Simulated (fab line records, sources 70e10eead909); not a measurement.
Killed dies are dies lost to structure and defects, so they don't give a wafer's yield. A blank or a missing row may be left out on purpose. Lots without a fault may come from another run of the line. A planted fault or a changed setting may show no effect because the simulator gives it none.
Chamber matching | flow nand_harc | NHARC_A_BLC_STRIP_21 on rie_diel-01: 4 sister chambers
The step strips in O2. 4 wafers are shown with their chamber, then 9 later ones without.

WAFERS WITH THEIR CHAMBER
wafer  | chamber | showerhead_plenum_p_Torr (Torr)
L400.6 | 2       | 3.32
L407.1 | 0       | 3.44
L407.2 | 1       | 3.36
L407.4 | 3       | 3.58

WAFERS WITHOUT THEIR CHAMBER
wafer  | showerhead_plenum_p_Torr (Torr)
L412.1 | 3.58
L412.5 | 3.36
L412.6 | 3.44
L419.1 | 3.44
L419.3 | 3.58
L419.5 | 3.44
L420.1 | 3.58
L420.2 | 3.36
L420.3 | 3.31

WHICH CHAMBER EACH WENT THROUGH
wafer  | from the rows above | in truth
L412.1 | 3                   | 3
L412.5 | 1                   | 1
L412.6 | 0                   | 0
L419.1 | 0                   | 0
L419.3 | 3                   | 3
L419.5 | 0                   | 0
L420.1 | 3                   | 3
L420.2 | 1                   | 1
L420.3 | 2                   | 2
Placed correctly: 9 of 9. Can't be placed from these rows: 0. Placed wrongly: 0.
How it was worked out, from the rows above alone: a wafer's distance from a chamber is the root of the sum, over the readings, of the square of ((its reading less the chamber's mean) divided by the reading's scatter). The wafer belongs to the nearest chamber; if the next one is less than 2 further off, it can't be placed. A chamber's mean is the mean of its shown wafers. The scatter: with one shown wafer a chamber, the root of the mean of the squares of how far each hidden wafer lies from its nearest shown one.
